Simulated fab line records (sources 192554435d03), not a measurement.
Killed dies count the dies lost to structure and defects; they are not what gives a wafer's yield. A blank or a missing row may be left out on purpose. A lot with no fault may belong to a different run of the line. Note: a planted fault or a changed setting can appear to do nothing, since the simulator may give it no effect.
Matching of chambers :: flow n5 finfet :: N5_DUMMY_GATE_STRIP_41 on rie diel-01: 4 sister chambers
The step strips in O2. 8 wafers are shown with their chamber, then 7 later ones without.

## EACH WAFER AND ITS CHAMBER
wafer: L075.4
chamber: 1
showerhead plenum p Torr (Torr): 1.99
drypump motor current A (A): 5.3

wafer: L075.6
chamber: 3
showerhead plenum p Torr (Torr): 2.02
drypump motor current A (A): 6.0

wafer: L079.1
chamber: 1
showerhead plenum p Torr (Torr): 1.99
drypump motor current A (A): 5.3

wafer: L089.1
chamber: 0
showerhead plenum p Torr (Torr): 2.11
drypump motor current A (A): 6.4

wafer: L089.4
chamber: 2
showerhead plenum p Torr (Torr): 2.19
drypump motor current A (A): 6.1

wafer: L089.6
chamber: 0
showerhead plenum p Torr (Torr): 2.11
drypump motor current A (A): 6.4

wafer: L094.1
chamber: 2
showerhead plenum p Torr (Torr): 2.19
drypump motor current A (A): 6.1

wafer: L094.2
chamber: 3
showerhead plenum p Torr (Torr): 2.01
drypump motor current A (A): 6.1

## WAFERS WITH NO CHAMBER GIVEN
wafer: L094.5
showerhead plenum p Torr (Torr): 2.10
drypump motor current A (A): 6.4

wafer: L096.1
showerhead plenum p Torr (Torr): 2.19
drypump motor current A (A): 6.1

wafer: L096.2
showerhead plenum p Torr (Torr): 2.01
drypump motor current A (A): 6.1

wafer: L096.6
showerhead plenum p Torr (Torr): 2.19
drypump motor current A (A): 6.1

wafer: L097.1
showerhead plenum p Torr (Torr): 2.10
drypump motor current A (A): 6.4

wafer: L097.3
showerhead plenum p Torr (Torr): 1.98
drypump motor current A (A): 5.3

wafer: L097.5
showerhead plenum p Torr (Torr): 2.01
drypump motor current A (A): 6.0

## EACH ONE'S CHAMBER
wafer: L094.5
from the rows above: 0
in truth: 0

wafer: L096.1
from the rows above: 2
in truth: 2

wafer: L096.2
from the rows above: 3
in truth: 3

wafer: L096.6
from the rows above: 2
in truth: 2

wafer: L097.1
from the rows above: 0
in truth: 0

wafer: L097.3
from the rows above: 1
in truth: 1

wafer: L097.5
from the rows above: 3
in truth: 3
Correctly placed: 7 of 7. Not placeable from these rows: 0. 0 placed wrongly.
How it was worked out, from the rows above alone: a wafer's distance from a chamber is the root of the sum, over the readings, of the square of ((its reading less the chamber's mean) divided by the reading's scatter). If the next closest chamber is less than 2 further off than the closest, the wafer can't be placed; otherwise it belongs to the closest. The mean given for a chamber averages the wafers shown for that chamber. How the scatter is found: for the shown wafers, subtract from each reading the mean of its chamber, square and add these, divide the total by (wafers less chambers), then take the root.
